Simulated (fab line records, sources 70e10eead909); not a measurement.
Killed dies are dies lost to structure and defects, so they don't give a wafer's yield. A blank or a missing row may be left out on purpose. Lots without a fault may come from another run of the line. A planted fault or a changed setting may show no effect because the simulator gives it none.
fab line records | flow nand_harc
record lots=14 wafers=42 last_day=25
route steps=1159 shown P_BONDPAD@376 A_CHANNEL_HOLE_D1@459
lots that met no fault: from a run of the same line without faults
start_h: hours from the record's first day to the start of the lot's first wafer shown | wait_h: hours since the lot's step before | " the same as in the row above | L1.1+2: a row that stands for several wafers | - no value, or no start given | * or withheld: withheld | < > ~ a bound
route shown NAME@n: a module of which the file shows steps, and the number in the route of the first | usual: mean/standard deviation of fault-free wafers | same: alike in all rows | chamber/n: place in a boat | sites: the reading at each site | _std_site: their standard deviation | _edge_site: outer sites' mean less inner sites' | radius_mm: how far each site lies from the wafer's centre | mask NAME#n: copy n | behind: the tool/chamber that last shaped the wafer | hold: why the lot was held/for how many hours/how that ended | device: the transistor (n, p or np) that didn't switch | end of line: the same wafers' tests at the end of the route | a step without rows: its recipe alone | killed: dies lost to structure and defects at the first sort, not the wafer's yield | map: a wafer's dies, x killed, . not, _ none there
set.NAME: the setting as run; set.NAME@STEP: as run at that earlier step | model.NAME: the simulator's own value behind a step, which no gauge read
steps of the route over a sample of lots; a table a step, a row a wafer
services: from which hour (start_h, from the record's first day; less than 0 if before it) a tool's chamber was out of use, for how many hours, and why
## steps
# step NHARC_P_BONDPAD_PVD_17
# recipe target_thk_a=50 bias_v=168.6 power_w=15000 chamber_pressure_pa=0.12 time_s=8.06 substrate_temp_c=50 material=TaN
# usual throttle_valve_pct=30.4/1.2
# columns lot.wafer tool chamber start_h wait_h throttle_valve_pct
L937.2 pvd_sputter-03 - - - 30.2
L937.1 " - " " 30.5
L937.6 " - " " 29.8
L938.4 pvd_sputter-02 - - - 31.6
L938.2 " - " " 27.7
L938.5 " - " " 31.5
L939.1 pvd_sputter-02 - 150.57 0.1 27.6
L939.3 " - " " 29.3
L939.6 " - " " 31.4
L941.1 pvd_sputter-02 - 151.63 0.1 31.4
L941.2 " - " " 31.4
L941.4 " - " " 29.3
L942.3 pvd_sputter-02 - - - 28.0
L942.1 " - " " 29.2
L942.6 " - " " 31.2
L950.3 pvd_sputter-03 - - - 30.7
L950.2 " - " " 29.9
L950.4 " - " " 30.1
L951.3 pvd_sputter-03 - - - 30.4
L951.4 " - " " 29.7
L951.1 " - " " 30.0
L952.2 pvd_sputter-01 - - - 29.1
L952.4 " - " " 30.3
L952.6 " - " " 30.7
L953.4 pvd_sputter-01 - - - 31.1
L953.1 " - " " 30.5
L953.2 " - " " 28.8
L954.1 pvd_sputter-01 - - - 30.9
L954.3 " - " " 31.4
L954.5 " - " " 30.8
L955.2 pvd_sputter-02 - - - 31.5
L955.4 " - " " 28.1
L955.5 " - " " 30.8
L957.3 pvd_sputter-01 - - - 30.2
L957.1 " - " " 28.9
L957.5 " - " " 30.3
L958.4 pvd_sputter-03 - - - 30.2
L958.1 " - " " 29.9
L958.6 " - " " 32.1
L960.2 pvd_sputter-01 - - - 28.5
L960.4 " - " " 30.8
L960.5 " - " " 29.0
# step NHARC_P_BONDPAD_CMP_19
# recipe t_overpolish_s=30 cu_recess_touch_s=16 target_thk_nm=160.81
# usual motor_current_A=11.9/0.77 overpolish_run_s=30.002/0.0087 retaining_ring_pressure_frac=1.000/0.005
# same cu_recess_touch_s=16
# columns lot.wafer tool chamber start_h wait_h motor_current_A overpolish_run_s retaining_ring_pressure_frac
L937.2 cmp-01 1 131.75 - 12.2 30.006 1.005
L937.1 " 3 " " 10.8 30.001 1.010
L937.6 " 2 " " 11.4 30.005 1.000
L938.2 cmp-02 2 136.52 - 12.4 29.992 1.007
L938.4 " 3 " " 12.6 29.995 0.998
L938.5 " 0 " " 12.4 30.008 0.997
L939.1 cmp-03 2 151.64 - 11.4 30.010 0.994
L939.3 " 1 " " 11.3 30.005 1.001
L939.6 " 2 " " 12.0 29.983 1.000
L941.1 cmp-03 2 152.80 - 11.9 30.001 0.990
L941.2 " 0 " " 10.5 30.006 1.009
L941.4 " 1 " " 11.5 30.012 1.003
L942.3 cmp-02 2 166.13 - 12.4 29.998 0.993
L942.1 " 3 " " 13.0 29.987 1.004
L942.6 " 3 " " 13.2 30.006 0.998
L950.3 cmp-01 0 210.90 - 11.5 29.988 0.995
L950.2 " 1 " " 13.3 29.992 1.005
L950.4 " 2 " " 11.6 30.009 0.997
L951.4 cmp-02 3 222.17 - 12.6 30.018 1.003
L951.1 " 0 " " 13.2 30.008 0.996
L951.3 " 2 " " 12.5 29.993 0.996
L952.2 cmp-01 2 222.82 - 12.2 30.000 1.001
L952.4 " 3 " " 10.7 29.980 1.000
L952.6 " 0 " " 11.7 30.005 1.009
L953.2 cmp-01 2 226.85 - 12.1 29.999 1.003
L953.4 " 0 " " 11.5 30.014 0.995
L953.1 " 1 " " 12.2 30.013 1.000
L954.3 cmp-02 0 232.78 - 12.9 30.001 1.001
L954.1 " 1 " " 10.9 29.983 1.007
L954.5 " 0 " " 13.2 29.997 1.001
L955.4 cmp-03 2 233.57 - 11.6 30.005 1.012
L955.2 " 3 " " 11.9 30.012 1.010
L955.5 " 2 " " 11.3 30.000 1.004
L957.1 cmp-01 1 255.56 - 12.8 30.000 1.003
L957.3 " 2 " " 11.9 30.001 1.007
L957.5 " 1 " " 12.2 30.002 1.005
L958.1 cmp-02 0 259.54 - 12.6 30.007 1.003
L958.4 " 2 " " 12.3 30.010 0.994
L958.6 " 0 " " 12.6 30.000 1.001
L960.2 cmp-01 0 272.81 - 11.3 30.001 0.996
L960.4 " 1 " " 11.9 30.011 1.012
L960.5 " 3 " " 10.9 30.000 0.996
# step NHARC_A_CHANNEL_HOLE_D1_EXPOSE_07
# recipe na=1.35 target_cd_nm=100 sigma_outer=0.3 dose_mj=59.65 mask_id=HOLE_D1
# usual exposure_dose_mJ_cm2=59.60/0.058 focus_offset_nm=-0.1/0.58
# columns lot.wafer tool chamber start_h wait_h mask exposure_dose_mJ_cm2 focus_offset_nm
L937.1 arfi_scanner-01 0 170.75 - HOLE_D1#0 59.61 0.0
L937.2 " 0 " " HOLE_D1#0 59.54 -0.1
L937.6 " 0 " " HOLE_D1#0 59.58 0.8
L938.2 arfi_scanner-02 0 183.54 - HOLE_D1#0 59.58 0.4
L938.4 " 0 " " HOLE_D1#0 59.56 1.1
L938.5 " 0 " " HOLE_D1#0 59.61 0.7
L939.1 arfi_scanner-03 0 188.80 - HOLE_D1#0 59.68 -0.2
L939.3 " 0 " " HOLE_D1#0 59.66 -0.2
L939.6 " 0 " " HOLE_D1#0 59.59 -0.3
L941.1 arfi_scanner-03 - 196.16 - HOLE_D1#0 - -
L941.2 " - " " HOLE_D1#0 - -
L941.4 " - " " HOLE_D1#0 - -
L942.1 arfi_scanner-02 - 205.49 - HOLE_D1#0 - -
L942.3 " - " " HOLE_D1#0 - -
L942.6 " - " " HOLE_D1#0 - -
L950.2 arfi_scanner-03 0 254.35 - HOLE_D1#0 59.61 -0.3
L950.3 " 0 " " HOLE_D1#0 59.60 -0.7
L950.4 " 0 " " HOLE_D1#0 59.63 0.5
L952.2 arfi_scanner-02 0 261.09 - HOLE_D1#0 59.62 0.0
L952.4 " 0 " " HOLE_D1#0 59.67 0.0
L952.6 " 0 " " HOLE_D1#0 59.54 -0.3
L951.1 arfi_scanner-03 0 261.68 - HOLE_D1#0 59.72 -0.3
L951.3 " 0 " " HOLE_D1#0 59.56 -1.0
L951.4 " 0 " " HOLE_D1#0 59.67 -0.5
L953.1 arfi_scanner-02 0 270.05 - HOLE_D1#0 59.55 1.0
L953.2 " 0 " " HOLE_D1#0 59.63 -0.2
L953.4 " 0 " " HOLE_D1#0 59.58 0.5
L954.1 arfi_scanner-01 0 270.20 - HOLE_D1#0 59.56 0.0
L954.3 " 0 " " HOLE_D1#0 59.62 -0.3
L954.5 " 0 " " HOLE_D1#0 59.57 -0.5
L955.2 arfi_scanner-02 0 270.70 - HOLE_D1#0 59.62 -0.2
L955.4 " 0 " " HOLE_D1#0 59.62 0.6
L955.5 " 0 " " HOLE_D1#0 59.55 0.6
L957.1 arfi_scanner-01 0 297.15 - HOLE_D1#0 59.56 -0.6
L957.3 " 0 " " HOLE_D1#0 59.55 0.2
L957.5 " 0 " " HOLE_D1#0 59.62 -0.7
L958.1 arfi_scanner-03 0 303.68 - HOLE_D1#0 59.62 0.0
L958.4 " 0 " " HOLE_D1#0 59.62 0.3
L958.6 " 0 " " HOLE_D1#0 59.50 0.4
L960.2 arfi_scanner-01 0 323.08 - HOLE_D1#0 59.59 0.2
L960.4 " 0 " " HOLE_D1#0 59.55 -1.0
L960.5 " 0 " " HOLE_D1#0 59.52 0.1
# step NHARC_A_CHANNEL_HOLE_D1_ETCH_39
# recipe target_depth_a=2600 over_etch_frac=0.3 time_s=325 ion_energy_ev=200 n2_flow_sccm=150 h2_flow_sccm=150 ar_flow_sccm=0 rf_w=400 bias_w=150 chemistry=N2/H2
# usual drypump_motor_current_A=5.78/0.25 h2_flow_sccm=150.0/0.52 oes_product_au=1.001/0.013 rf_vpp_V=430.4/2.8 showerhead_plenum_p_Torr=2.03/0.098 throttle_valve_pct=14.172/0.0094
# columns lot.wafer tool chamber start_h wait_h drypump_motor_current_A h2_flow_sccm oes_product_au rf_hours_counter_h rf_vpp_V showerhead_plenum_p_Torr throttle_valve_pct
L937.2 rie_diel-11 2 - - 5.55 150.4 1.008 10 427.1 1.93 14.178
L937.1 " 3 " " 5.56 150.3 1.010 11 433.3 2.15 14.178
L937.6 " 2 " " 5.52 149.7 1.013 - 428.4 1.93 14.173
L938.2 rie_diel-07 3 - - 6.29 151.1 1.007 9 425.6 1.90 14.161
L938.5 " 3 " " 6.28 151.6 1.001 - 427.2 1.90 14.162
L938.4 " 1 " " 5.97 149.6 1.006 - 428.6 1.96 14.170
L939.1 rie_diel-11 2 - - 5.54 149.8 1.012 11 427.4 1.93 14.180
L939.3 " 1 " " 5.85 149.7 1.016 11 432.5 2.09 14.173
L939.6 " 3 " " 5.57 149.4 1.012 - 433.4 2.15 14.172
L941.2 rie_diel-07 0 - - 5.62 149.9 1.008 9 429.6 2.04 14.171
L941.4 " 2 " " 6.11 149.7 0.981 12 430.5 2.06 14.155
L941.1 " 3 " " 6.30 150.0 1.008 10 425.9 1.90 14.167
L942.3 rie_diel-11 1 - - 5.87 150.5 1.003 0 433.0 2.09 14.161
L942.1 " 3 " " 5.56 150.5 1.006 0 432.8 2.15 14.167
L942.6 " 2 " " 5.54 150.1 1.000 - 427.9 1.93 14.181
L950.3 rie_diel-11 0 - - 5.79 150.3 1.008 4 428.7 1.97 14.170
L950.2 " 1 " " 5.84 150.1 0.995 4 432.5 2.09 14.161
L950.4 " 3 " " 5.57 149.7 1.003 2 434.1 2.15 14.160
L952.2 rie_diel-11 2 - - 5.47 149.4 1.019 4 426.5 1.93 14.166
L952.4 " 3 " " 5.58 150.1 1.016 3 435.3 2.15 14.179
L952.6 " 2 " " 5.50 149.5 1.002 - 427.1 1.93 14.174
L951.1 rie_diel-07 3 - - 6.26 149.9 0.983 2 426.3 1.90 14.178
L951.3 " 0 " " 5.63 149.5 0.977 2 430.4 2.04 14.164
L951.4 " 2 " " 6.08 149.3 1.016 2 430.4 2.06 14.177
L953.4 rie_diel-07 0 - - 5.62 149.3 0.972 3 430.9 2.04 14.173
L953.1 " 2 " " 6.08 150.0 1.014 3 431.1 2.05 14.176
L953.2 " 3 " " 6.30 149.5 0.990 3 426.2 1.90 14.172
L954.1 rie_diel-09 3 - - 5.33 150.2 1.002 0 433.9 2.20 14.185
L954.3 " 0 " " 5.82 149.8 1.003 0 435.1 2.20 14.173
L954.5 " 0 " " 5.80 149.4 1.011 - 434.9 2.20 14.170
L955.4 rie_diel-09 3 - - 5.31 149.9 0.999 1 433.6 2.20 14.172
L955.2 " 2 " " 5.69 149.5 1.011 1 429.7 1.98 14.174
L955.5 " 3 " " 5.30 150.0 1.000 - 435.9 2.20 14.177
L957.3 rie_diel-09 1 - - 5.63 149.7 1.003 3 426.9 1.95 14.175
L957.1 " 0 " " 5.79 150.3 1.016 3 435.2 2.20 14.158
L957.5 " 1 " " 5.63 149.5 1.010 - 427.7 1.95 14.173
L958.1 rie_diel-07 2 - - 6.05 150.5 1.012 5 430.5 2.05 14.191
L958.6 " 2 " " 6.07 150.2 1.005 - 429.7 2.05 14.152
L958.4 " 3 " " 6.31 149.3 0.993 - 427.1 1.90 14.153
L960.4 rie_diel-07 3 - - 6.26 149.6 0.985 7 426.4 1.90 14.150
L960.2 " 1 " " 5.93 149.3 1.003 6 428.5 1.95 14.185
L960.5 " 3 " " 6.27 149.9 0.982 - 425.5 1.90 14.170
## services
# columns tool chamber start_h hours kind
arfi_scanner-03 - 108.94 4.0 pm
rie_diel-07 1 109.51 13.7 repair
rie_diel-07 0 112.30 3.6 repair
pvd_sputter-01 - 118.21 63.5 repair
rie_diel-07 2 123.05 2.3 repair
arfi_scanner-02 - 126.15 2.9 repair
arfi_scanner-03 - 126.56 0.9 repair
cmp-02 - 128.50 4.0 pm
arfi_scanner-03 - 148.95 1.6 repair
cmp-02 - 156.54 1.3 repair
rie_diel-07 0 179.41 14.2 repair
pvd_sputter-01 - 181.74 10.0 pm
cmp-02 - 183.24 0.3 repair
cmp-01 - 186.28 4.0 pm
rie_diel-11 - 189.50 9.0 pm
cmp-01 - 192.63 0.6 repair
pvd_sputter-01 - 199.24 6.4 repair
rie_diel-11 - 203.96 0.5 repair
cmp-01 - 224.70 2.0 repair
rie_diel-07 - 228.20 9.0 pm
cmp-01 - 233.93 1.0 repair
cmp-01 - 284.28 4.0 pm
rie_diel-07 1 296.98 9.8 repair
cmp-01 - 315.49 4.2 repair
## key
first_sign step=NHARC_A_CHANNEL_HOLE_D1_EXPOSE_07 reading=tool_record direction=missing
effect none on later readings
met_at NHARC_A_CHANNEL_HOLE_D1_EXPOSE_07
struck_lots L941,L942
later_rows_left_out L941.1,L941.2,L941.4,L942.1,L942.3,L942.6
sort_left_out L941.1,L941.2,L941.4,L942.1,L942.3,L942.6
tester_left_out L941,L942
not_acting_at NHARC_P_BONDPAD_PVD_17,NHARC_P_BONDPAD_CMP_19,NHARC_A_CHANNEL_HOLE_D1_ETCH_39
onset_between 188.80 196.16
fault kind=skipped_step_whole tool=arfi_scanner-02,arfi_scanner-03 chamber=- onset_h=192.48 steps=NHARC_A_CHANNEL_HOLE_D1_EXPOSE_07 scope=struck_lots_only
# tester_left_out: of these lots the tester's yield and bins aren't shown, on N5 and GAA mostly nor the transistor test; their killed dies are dies lost to structure and defects alone, not to doping, threshold or leakage, so they don't give the yield
# sort_left_out: the simulated sort isn't trusted on such a fault, so these wafers' sort isn't shown, and their yield isn't known
# later_rows_left_out: the simulator's readings of these wafers behind a module that went badly wrong aren't trusted and aren't shown, but for the sort
